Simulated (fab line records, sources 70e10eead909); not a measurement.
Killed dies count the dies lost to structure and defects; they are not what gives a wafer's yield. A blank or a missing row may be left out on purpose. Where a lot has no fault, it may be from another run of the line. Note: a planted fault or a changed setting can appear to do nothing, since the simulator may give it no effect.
Chamber matching + flow nand harc + rie diel-09 running NHARC_A_BONDPAD_STRIP_15: 4 sister chambers
The step strips in O2. 14 wafers are shown with their chamber, then 7 later ones without.

== EACH WAFER AND ITS CHAMBER ==
| wafer  | chamber | showerhead plenum p Torr (Torr) | drypump motor current A (A) | oes product au (a.u.) |
|--------|---------|---------------------------------|-----------------------------|-----------------------|
| L372.3 | 2       | 3.33                            | 4.7                         | 1.026                 |
| L372.4 | 3       | 3.80                            | 5.6                         | 0.995                 |
| L372.6 | 2       | 3.33                            | 4.7                         | 1.012                 |
| L371.2 | 3       | 3.80                            | 5.6                         | 0.968                 |
| L371.5 | 0       | 3.44                            | 5.2                         | 1.008                 |
| L371.6 | 1       | 3.30                            | 6.1                         | 0.984                 |
| L374.1 | 3       | 3.80                            | 5.6                         | 0.991                 |
| L374.2 | 2       | 3.33                            | 4.7                         | 1.017                 |
| L374.3 | 0       | 3.44                            | 5.2                         | 1.023                 |
| L373.2 | 0       | 3.44                            | 5.2                         | 1.019                 |
| L373.4 | 3       | 3.80                            | 5.6                         | 0.987                 |
| L373.5 | 0       | 3.44                            | 5.2                         | 1.007                 |
| L375.1 | 1       | 3.30                            | 6.0                         | 0.986                 |
| L375.2 | 2       | 3.32                            | 4.7                         | 1.015                 |

SIGNATURES (averages over the wafers above)
| reading                  | chamber 0 | chamber 1 | chamber 2 | chamber 3 | scatter within a chamber |
|--------------------------|-----------|-----------|-----------|-----------|--------------------------|
| showerhead plenum p Torr | 3.4400    | 3.3000    | 3.3275    | 3.8000    | 0.00274                  |
| drypump motor current A  | 5.200     | 6.050     | 4.700     | 5.600     | 0.0224                   |
| oes product au           | 1.01425   | 0.98500   | 1.01750   | 0.98525   | 0.00855                  |
Rule: for a wafer and a chamber, the distance is found by dividing, reading by reading, the gap between the wafer's reading and the chamber's mean by the reading's scatter, squaring, summing and taking the root. If the next closest chamber is less than 2 further off than the closest, the wafer can't be placed; otherwise it belongs to the closest. How the scatter is found: for the shown wafers, subtract from each reading the mean of its chamber, square and add these, divide the total by (wafers less chambers), then take the root.

== WAFERS MISSING THEIR CHAMBER ==
| wafer  | showerhead plenum p Torr (Torr) | drypump motor current A (A) | oes product au (a.u.) |
|--------|---------------------------------|-----------------------------|-----------------------|
| L375.3 | 3.80                            | 5.6                         | 0.985                 |
| L377.1 | 3.44                            | 5.2                         | 1.004                 |
| L377.2 | 3.80                            | 5.6                         | 0.986                 |
| L377.5 | 3.44                            | 5.2                         | 0.994                 |
| L390.3 | 3.43                            | 5.2                         | 0.999                 |
| L390.5 | 3.43                            | 5.2                         | 1.005                 |
| L390.6 | 3.79                            | 5.6                         | 0.987                 |

== EACH ONE'S CHAMBER ==
| wafer  | from the rows above | in truth |
|--------|---------------------|----------|
| L375.3 | 3                   | 3        |
| L377.1 | 0                   | 0        |
| L377.2 | 3                   | 3        |
| L377.5 | 0                   | 0        |
| L390.3 | 0                   | 0        |
| L390.5 | 0                   | 0        |
| L390.6 | 3                   | 3        |
Placed correctly: 7 of 7. Not placeable from these rows: 0. Placed wrongly: 0.
